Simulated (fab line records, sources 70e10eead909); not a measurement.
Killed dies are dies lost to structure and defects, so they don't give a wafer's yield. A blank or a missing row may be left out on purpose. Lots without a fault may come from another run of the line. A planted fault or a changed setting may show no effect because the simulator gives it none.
Chamber matching | flow nand_harc | NHARC_A_STAIRCASE_DEP_301 on pecvd-03: 3 sister chambers
The step deposits SiON, target thk 30 nm. 20 wafers are shown with their chamber, then 10 later ones without.

WAFERS WITH THEIR CHAMBER
wafer  | chamber | susceptor_temp_C (C) | heater_power_w (W)
L074.1 | 1       | 399.71               | 712
L074.3 | 2       | 399.87               | 843
L074.6 | 2       | 399.92               | 836
L076.1 | 1       | 400.00               | 850
L076.3 | 2       | 399.92               | 849
L076.6 | 1       | 400.23               | 866
L079.2 | 1       | 400.09               | 830
L079.3 | 2       | 399.99               | 854
L079.4 | 0       | 400.15               | 692
L080.1 | 2       | 399.68               | 818
L080.4 | 0       | 399.95               | 840
L080.5 | 1       | 400.19               | 859
L083.1 | 1       | 400.19               | 768
L083.3 | 0       | 400.26               | 843
L083.5 | 2       | 399.88               | 816
L085.3 | 1       | 400.03               | 836
L085.4 | 2       | 399.93               | 803
L085.6 | 0       | 399.88               | 839
L089.1 | 0       | 400.12               | 721
L089.2 | 1       | 399.46               | 783

SIGNATURES (means of the wafers above)
reading          | chamber 0 | chamber 1 | chamber 2 | scatter within a chamber
susceptor_temp_C | 400.0720  | 399.9875  | 399.8843  | 0.197
heater_power_w   | 787.00    | 813.00    | 831.29    | 51.1
Rule: a wafer's distance from a chamber is the root of the sum, over the readings, of the square of ((its reading less the chamber's mean) divided by the reading's scatter). The wafer belongs to the nearest chamber; if the next one is less than 2 further off, it can't be placed. The scatter: the root of (the sum of the squares of (reading less its chamber's mean) over the shown wafers, divided by (wafers less chambers)).

WAFERS WITHOUT THEIR CHAMBER
wafer  | susceptor_temp_C (C) | heater_power_w (W)
L089.5 | 399.75               | 800
L088.1 | 399.95               | 712
L088.2 | 399.83               | 862
L088.6 | 399.69               | 729
L092.2 | 400.03               | 826
L092.3 | 399.80               | 788
L092.5 | 399.58               | 818
L093.4 | 399.91               | 842
L093.5 | 399.86               | 823
L093.6 | 400.14               | 780

WHICH CHAMBER EACH WENT THROUGH
wafer  | from the rows above          | in truth
L089.5 | can't be placed: 2 or 1 or 0 | 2
L088.1 | can't be placed: 0 or 1 or 2 | 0
L088.2 | can't be placed: 2 or 1 or 0 | 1
L088.6 | can't be placed: 2 or 1 or 0 | 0
L092.2 | can't be placed: 1 or 2 or 0 | 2
L092.3 | can't be placed: 2 or 1 or 0 | 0
L092.5 | can't be placed: 2 or 1 or 0 | 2
L093.4 | can't be placed: 2 or 1 or 0 | 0
L093.5 | can't be placed: 2 or 1 or 0 | 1
L093.6 | can't be placed: 0 or 1 or 2 | 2
Placed correctly: 0 of 10. Can't be placed from these rows: 10 (the true chamber is among the candidates in 10). Placed wrongly: 0.
